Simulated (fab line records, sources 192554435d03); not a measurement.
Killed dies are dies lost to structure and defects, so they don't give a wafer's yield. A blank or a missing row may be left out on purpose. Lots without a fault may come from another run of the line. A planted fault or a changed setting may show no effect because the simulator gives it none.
Tool commonality check | flow n5_finfet | 11 lots, 32 wafers sampled

WHY IT WAS OPENED
At N5_MIM_BOT_LITHO_CD_MEAS_08 the reading cd_nm is flagged on 1 of 11 lots. Wafers without a fault read 2999.7 nm, standard deviation 1.9.
Rule: a lot is flagged when every wafer of it that has a number lies more than 4 standard deviations from that mean, or none has a number. The other lots count as sound.

lot  | measured     | on        | cd_nm (nm), wafer by wafer | flag
L532 | day 11 21:47 | cd_sem-01 | 2999.3 3000.5 3000.3       |
L533 | day 11 23:04 | cd_sem-02 | 3002.1 3002.9              |
L534 | day 12 01:56 | cd_sem-03 | 3000.9 3001.5 3002.1       |
L536 | day 12 19:23 | cd_sem-01 | 3002.1 3000.5 3002.5       |
L538 | day 13 06:02 | cd_sem-03 | 3000.5 2999.6 3002.0       |
L541 | day 14 10:55 | cd_sem-03 | 3022.0 3014.9 3008.6       | FLAGGED
L546 | day 15 10:57 | cd_sem-01 | 2997.8 3000.1 2999.4       |
L548 | day 16 09:17 | cd_sem-02 | 2999.0 2999.0 3001.5       |
L551 | day 17 07:58 | cd_sem-03 | 3001.0 2998.9 2999.1       |
L552 | day 17 11:50 | cd_sem-03 | 2998.0 2998.0 2998.8       |
L555 | day 17 15:17 | cd_sem-01 | 2996.8 2996.9 2995.6       |
The numbers of the flagged lots are 3015.2 nm on average: +15.5 nm against the usual, or +8 standard deviations.

WHICH TOOL RAN EACH LOT
The record holds 4 process steps before the reading, out of a route of 1938 steps. In each cell: the tool, then ch and the chambers that the sampled wafers went through, then the start.
lot  | flag    | N5_BEOL_M15_SPUTTER_45       | N5_PASSIVATION_PECVD_00         | N5_MIM_TOP_ALD_02                           | N5_MIM_BOT_LITHO_EXPOSE_05
L532 |         | pvd_sputter-01, day 11 16:10 | pecvd-02 ch 0,1,2, day 11 18:17 | ald_hk-01 ch 0,2,3, day 11 21:37 or earlier | krf_scanner-01 ch 0, day 11 21:37
L533 |         | pvd_sputter-02, day 11 17:59 | pecvd-02 ch 0, day 11 20:04     | ald_hk-03 ch 0,1, day 11 22:53 or earlier   | krf_scanner-02 ch 0, day 11 22:53
L534 |         | pvd_sputter-01, day 11 21:21 | pecvd-03 ch 0,1,2, day 11 23:27 | ald_hk-02 ch 0,1,2, day 12 01:46 or earlier | krf_scanner-02 ch 0, day 12 01:46
L536 |         | pvd_sputter-01, day 12 12:20 | pecvd-04 ch 1,2, day 12 14:26   | ald_hk-02 ch 0,3, day 12 19:13 or earlier   | krf_scanner-01 ch 0, day 12 19:13
L538 |         | pvd_sputter-03, day 13 00:23 | pecvd-02 ch 0,1,2, day 13 02:28 | ald_hk-02 ch 0,1, day 13 05:52 or earlier   | krf_scanner-02 ch 0, day 13 05:52
L541 | FLAGGED | pvd_sputter-02, day 14 02:02 | pecvd-03 ch 0,2, day 14 04:07   | ald_hk-03 ch 1,2, day 14 10:45 or earlier   | krf_scanner-02 ch 0, day 14 10:45
L546 |         | pvd_sputter-01, day 15 05:50 | pecvd-04 ch 1,2, day 15 07:58   | ald_hk-02 ch 2,3, day 15 10:46 or earlier   | krf_scanner-01 ch 0, day 15 10:46
L548 |         | pvd_sputter-03, day 15 23:32 | pecvd-03 ch 0,1,2, day 16 01:38 | ald_hk-03 ch 0,1,3, day 16 09:07 or earlier | krf_scanner-01 ch 0, day 16 09:07
L551 |         | pvd_sputter-03, day 17 01:22 | pecvd-04 ch 0,1,2, day 17 05:14 | ald_hk-03 ch 1,3, day 17 07:47 or earlier   | krf_scanner-01 ch 0, day 17 07:47
L552 |         | pvd_sputter-03, day 17 06:30 | pecvd-02 ch 1,2, day 17 08:53   | ald_hk-03 ch 0,1,2, day 17 11:40 or earlier | krf_scanner-01 ch 0, day 17 11:40
L555 |         | pvd_sputter-01, day 17 10:00 | pecvd-02 ch 0,1,2, day 17 12:17 | ald_hk-02 ch 0,2, day 17 15:07 or earlier   | krf_scanner-01 ch 0, day 17 15:07
What these steps do:
- N5_BEOL_M15_SPUTTER_45: material Cu, target thk 100 nm, time 16.67 s.
- N5_PASSIVATION_PECVD_00: deposits SiO2 from SiH4/N2O, target thk 200 nm, time 11.2 s.
- N5_MIM_TOP_ALD_02: deposits Al2O3, purge time 3 s, co reactant pulse time 3 s.
- N5_MIM_BOT_LITHO_EXPOSE_05: exposes mask MIM BOT.
- N5_MIM_BOT_LITHO_CD_MEAS_08: target cd 3000 nm.

FLAGGED OVER TOTAL, TOOL BY TOOL (the gauges that took the reading come last)
step                        | tool           | lots run | flagged | share of the flagged lots | sound lots run after its first flagged lot
N5_BEOL_M15_SPUTTER_45      | pvd_sputter-01 | 5        | 0       | none                      | -
N5_BEOL_M15_SPUTTER_45      | pvd_sputter-02 | 2        | 1       | all                       | 0
N5_BEOL_M15_SPUTTER_45      | pvd_sputter-03 | 4        | 0       | none                      | -
N5_PASSIVATION_PECVD_00     | pecvd-02       | 5        | 0       | none                      | -
N5_PASSIVATION_PECVD_00     | pecvd-03       | 3        | 1       | all                       | 1 (L548)
N5_PASSIVATION_PECVD_00     | pecvd-04       | 3        | 0       | none                      | -
N5_MIM_TOP_ALD_02           | ald_hk-01      | 1        | 0       | none                      | -
N5_MIM_TOP_ALD_02           | ald_hk-02      | 5        | 0       | none                      | -
N5_MIM_TOP_ALD_02           | ald_hk-03      | 5        | 1       | all                       | 3 (L548,L551,L552)
N5_MIM_BOT_LITHO_EXPOSE_05  | krf_scanner-01 | 7        | 0       | none                      | -
N5_MIM_BOT_LITHO_EXPOSE_05  | krf_scanner-02 | 4        | 1       | all                       | 0
N5_MIM_BOT_LITHO_CD_MEAS_08 | cd_sem-01      | 4        | 0       | none                      | -
N5_MIM_BOT_LITHO_CD_MEAS_08 | cd_sem-02      | 2        | 0       | none                      | -
N5_MIM_BOT_LITHO_CD_MEAS_08 | cd_sem-03      | 5        | 1       | all                       | 2 (L551,L552)
N5_MIM_TOP_ALD_02 gives no start for some lots, so the hours and the order of its lots are those of N5_MIM_BOT_LITHO_EXPOSE_05.

WHAT THE TABLE ALLOWS
5 rows of the table ran every flagged lot: pvd_sputter-02 at N5_BEOL_M15_SPUTTER_45, pecvd-03 at N5_PASSIVATION_PECVD_00, ald_hk-03 at N5_MIM_TOP_ALD_02, krf_scanner-02 at N5_MIM_BOT_LITHO_EXPOSE_05, cd_sem-03 at N5_MIM_BOT_LITHO_CD_MEAS_08.
- pvd_sputter-02 at N5_BEOL_M15_SPUTTER_45: 1 of its 2 lots flagged. Its last sound lot is L533 (day 11 17:59), its first flagged lot L541 (day 14 02:02): a fault that began between those two fits.
- pecvd-03 at N5_PASSIVATION_PECVD_00: 1 of its 3 lots flagged. Sound lots ran on it after the first flagged one (L548), which a lasting fault on the whole tool wouldn't allow.
- ald_hk-03 at N5_MIM_TOP_ALD_02: 1 of its 5 lots flagged. Sound lots ran on it after the first flagged one (L548, L551, L552), which a lasting fault on the whole tool wouldn't allow.
- krf_scanner-02 at N5_MIM_BOT_LITHO_EXPOSE_05: 1 of its 4 lots flagged. Its last sound lot is L538 (day 13 05:52), its first flagged lot L541 (day 14 10:45): a fault that began between those two fits.
- cd_sem-03 at N5_MIM_BOT_LITHO_CD_MEAS_08: 1 of its 5 lots flagged. Sound lots ran on it after the first flagged one (L551, L552), which a lasting fault on the whole tool wouldn't allow.
Counting lots can't tell these 2 tools apart, because each fits a fault that began at some hour. More lots, or a look at what each step does to the wafer, might.

WHAT THE SIMULATOR HAD PUT IN
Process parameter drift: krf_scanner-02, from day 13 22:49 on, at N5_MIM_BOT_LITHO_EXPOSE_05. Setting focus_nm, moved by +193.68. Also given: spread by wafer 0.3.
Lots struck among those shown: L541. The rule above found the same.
